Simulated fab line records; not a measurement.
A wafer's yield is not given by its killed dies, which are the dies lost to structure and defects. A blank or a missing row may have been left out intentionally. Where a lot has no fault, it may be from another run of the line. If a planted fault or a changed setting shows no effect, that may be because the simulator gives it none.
A struck lot beside a sound one | flow n5_finfet | 24 steps out of a route of 1938
Sound: wafers L430.2, L430.4, L430.6. Struck: wafer L443.5; the same lot's L443.1 was not struck, so it is left out; see the end for the cause.
Order at every step that has rows: each side's tool, ch and its chambers, its first start. Under that, the readings that differ: sound wafers | struck wafers | difference of the means | sigmas: that difference in standard deviations of wafers without a fault.
alike: a reading whose means differ by less than 2 such deviations, as well as words and numbers matching on both sides. not compared: withheld readings; readings where some wafer has no value; bounds like >300 that might hide an equal value; numbers whose values overlap and for which the record gives no deviation.
The two part at a step that has a row with sigmas, a row that says differs or no value, or rows on one side only. Non-overlapping numbers with no deviation appear without sigmas and do not part them. Lack of a reading on every wafer of one side parts them only where that side has two or more wafers.

first, 3 steps without rows for these wafers: N5_PMOS_HMC_CHANNEL_EPI_EXPOSE_06 (exposes mask PMOS HMC BLK, target cd 240 nm); N5_PMOS_HMC_CHANNEL_EPI_PEB_07 (peb time 60 s); N5_PMOS_HMC_CHANNEL_EPI_DEVELOP_08 (develop time 30 s).
N5_PMOS_HMC_CHANNEL_EPI_CD_MEAS_09: target cd 237.4 nm.
  sound on cd_sem-01 ch 0, day 1 17:43; struck on cd_sem-02 ch 0, day 4 23:21
  alike: cd_nm
N5_PMOS_HMC_CHANNEL_EPI_OVL_MEAS_10:
  sound on overlay-01 ch 0, day 1 17:45; struck on overlay-02 ch 0, day 4 23:23
  alike: PMOS_HMC_BLK_OVL
N5_PMOS_HMC_CHANNEL_EPI_INSPECT_11: inspects for defects (macro).
  struck on defect_inspect-02, day 4 23:24; sound on defect_inspect-01, day 1 17:47
  alike: raw_defect_count
N5_PMOS_HMC_CHANNEL_EPI_DESCUM_14: chemistry O2, time 7.9 s.
  sound on rie_diel-01 ch 1,3, day 1 18:10; struck on rie_diel-03 ch 2, day 4 23:35
  alike: bias_power_w, drypump_motor_current_A, oes_product_au, rf_vpp_V, showerhead_plenum_p_Torr, throttle_valve_pct
  not compared: rf_hours_counter_h
N5_PMOS_HMC_CHANNEL_EPI_ETCH_32: etches BARC in N2/H2, stops on SiO2, target depth 85.8 nm, time 50.3 s.
  sound on rie_diel-01 ch 1,3, day 1 18:12; struck on rie_diel-03 ch 2, day 4 23:37
  alike: drypump_motor_current_A, oes_product_au, rf_vpp_V, showerhead_plenum_p_Torr, throttle_valve_pct
  not compared: rf_hours_counter_h
N5_PMOS_HMC_CHANNEL_EPI_HM_OPEN_15: chemistry CHF3/O2, target SiO2, target depth 40.6 nm, time 20.3 s.
  sound on rie_diel-01 ch 1,3, day 1 18:14; struck on rie_diel-03 ch 2, day 4 23:40
  alike: drypump_motor_current_A, oes_product_au, rf_vpp_V, showerhead_plenum_p_Torr, throttle_valve_pct
  not compared: rf_hours_counter_h
N5_PMOS_HMC_CHANNEL_EPI_STRIP_33: strips in N2/H2.
  sound on rie_diel-01 ch 1,3, day 1 18:17; struck on rie_diel-03 ch 2, day 4 23:43
  alike: bias_power_w, drypump_motor_current_A, oes_product_au, rf_vpp_V, showerhead_plenum_p_Torr, throttle_valve_pct
  not compared: rf_hours_counter_h
then, 1 step without rows for these wafers: N5_PMOS_HMC_CHANNEL_EPI_STRIP_17 (strips in SPM, time 750 s).
N5_PMOS_HMC_CHANNEL_EPI_ETCH_38: etches SiO2 in CF4, target depth 1.5 nm.
  sound on rie_si-04 ch 0,3, day 1 18:36; struck on rie_si-02 ch 3, day 5 00:02
  alike: cf4_flow_sccm, drypump_motor_current_A, oes_product_au, throttle_valve_pct
  not compared: rf_hours_counter_h
N5_PMOS_HMC_CHANNEL_EPI_FIN_RECESS_16: chemistry HBr/Cl2, target Si, target depth 54 nm, time 18 s.
  sound on rie_si-04 ch 0,3, day 1 18:37; struck on rie_si-02 ch 3, day 5 00:04
  reading                                          | sound            | struck | difference | sigmas
  model.etch.depth_nm (nm)                         | 54.4 54.53 54.15 | 51.8   | -2.6       |
  model.PMOS_HMC_CHANNEL_EPI.feature_depth_nm (nm) | 54.4 54.53 54.15 | 51.8   | -2.6       |
  alike: drypump_motor_current_A, oes_product_au, throttle_valve_pct
  not compared: rf_hours_counter_h
then, 7 steps without rows for these wafers: N5_PMOS_HMC_CHANNEL_EPI_PRECLEAN_36 (cleans in O3/DIW, time 45 s); N5_PMOS_HMC_CHANNEL_EPI_PRECLEAN_18 (cleans in DHF, time 30 s); N5_PMOS_HMC_CHANNEL_EPI_SRD_19 (time 30 s); N5_PMOS_HMC_CHANNEL_EPI_EPI_20 (deposits SiGe30, target thk 59 nm); N5_PMOS_HMC_CHANNEL_EPI_HM_STRIP_35 (strips SiO2 in dHF, material SiO2, target depth 39.6 nm, time 216 s); N5_PMOS_HMC_CHANNEL_EPI_SRD_39 (time 30 s); N5_PMOS_HMC_CHANNEL_EPI_CMP_21 (polishes SiGe30, target thk 54 nm).
N5_PMOS_HMC_CHANNEL_EPI_THK_MEAS_22:
  struck on film_metro-01, day 5 02:22; sound on film_metro-02, day 1 20:25
  reading          | sound          | struck | difference | sigmas
  HMC_CMP_THK (nm) | 54.5 54.6 54.1 | 51.8   | -2.6       | -4
then, 1 step without rows for these wafers: N5_PMOS_HMC_CHANNEL_EPI_PRECLEAN_40 (cleans in DHF, time 30 s).
-- record jumps: 10 days separate the struck wafers' starts on either side; left off in module PMOS_HMC_CHANNEL_EPI, taken up again in module BEOL_M4, whose first shown step is the route's number 1111 --
N5_BEOL_M4_RC_MEAS_101:
  sound on prober-01 ch 0, day 9 04:16; struck on prober-01 ch 0, day 15 10:29
  reading       | sound          | struck | difference | sigmas
  SS_N (mV/dec) | 71.8 70.7 71.8 | 73.1   | +1.7       | +3
  alike: DIBL_N, DIBL_P, IOFF_N, IOFF_P, ION_N, ION_P, SS_P, VT_N, VT_P
after that, 1 step had no rows for these wafers: N5_PASSIVATION_PROBE_49.

## WHERE THEY PART
First at N5_PMOS_HMC_CHANNEL_EPI_THK_MEAS_22; last, within this record, at N5_BEOL_M4_RC_MEAS_101.

WHY: whatever the simulator had introduced
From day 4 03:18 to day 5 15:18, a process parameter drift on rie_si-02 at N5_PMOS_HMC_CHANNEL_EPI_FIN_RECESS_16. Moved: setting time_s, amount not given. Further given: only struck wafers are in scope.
